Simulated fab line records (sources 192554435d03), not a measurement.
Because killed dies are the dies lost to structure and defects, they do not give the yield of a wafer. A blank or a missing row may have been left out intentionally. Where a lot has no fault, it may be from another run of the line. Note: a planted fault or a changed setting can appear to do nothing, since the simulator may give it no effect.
Chamber matching    flow n5_finfet    3 sister chambers for N5_BEOL_M4_DEP_57 on pecvd-03
The step deposits SiCN from 3MS/NH3, target thk 8 nm, time 14 s. 14 wafers are shown with their chamber, then 7 later ones without.

EACH WAFER AND ITS CHAMBER
wafer   chamber  showerhead_plenum_p_Torr (Torr)  throttle_valve_pct (%)  chamber_pressure_Torr (Torr)
L382.3  1        3.669                            9.3                     3.007
L382.4  2        3.638                            9.2                     3.004
L382.5  1        3.674                            9.2                     3.000
L391.3  0        3.672                            8.8                     3.002
L391.4  1        3.670                            9.0                     3.002
L391.6  0        3.666                            9.1                     3.003
L396.3  0        3.676                            9.4                     2.997
L396.5  1        3.669                            9.2                     3.002
L396.6  0        3.667                            8.9                     3.014
L397.1  2        3.652                            8.6                     2.994
L397.4  1        3.667                            9.2                     3.006
L397.5  0        3.657                            9.3                     2.989
L398.2  0        3.664                            9.3                     3.009
L398.3  2        3.647                            8.5                     2.995

SIGNATURES, as means of the wafers listed above
reading                   chamber 0  chamber 1  chamber 2  scatter within a chamber
showerhead_plenum_p_Torr  3.66700    3.66980    3.64567    0.00559
throttle_valve_pct        9.133      9.180      8.767      0.239
chamber_pressure_Torr     3.00233    3.00340    2.99767    0.00663
Rule: a wafer lies at a distance from a chamber equal to the root of the sum of squares, over the readings, of (its reading less the chamber's mean, divided by the reading's scatter). The wafer belongs to the nearest chamber; if the next one is less than 2 further off, it can't be placed. The scatter is the square root of a quotient: the sum, over the shown wafers, of each reading's squared deviation from its chamber's mean, divided by wafers minus chambers.

WAFERS WHOSE CHAMBER IS MISSING
wafer   showerhead_plenum_p_Torr (Torr)  throttle_valve_pct (%)  chamber_pressure_Torr (Torr)
L398.5  3.652                            8.8                     2.988
L401.3  3.640                            8.4                     2.998
L401.4  3.655                            9.1                     2.999
L401.6  3.667                            9.4                     3.001
L403.1  3.674                            9.2                     3.005
L403.2  3.659                            9.0                     3.004
L403.4  3.670                            9.4                     2.991

WHICH CHAMBER EACH ONE RAN IN
wafer   from the rows above           in truth
L398.5  can't be placed: 2 or 0       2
L401.3  2                             2
L401.4  can't be placed: 2 or 0 or 1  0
L401.6  can't be placed: 1 or 0       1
L403.1  can't be placed: 1 or 0       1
L403.2  can't be placed: 0 or 1 or 2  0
L403.4  can't be placed: 1 or 0       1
1 of 7 placed correctly. These rows do not allow placing 6 (true chamber among the candidates in 6). Wrongly placed: 0.
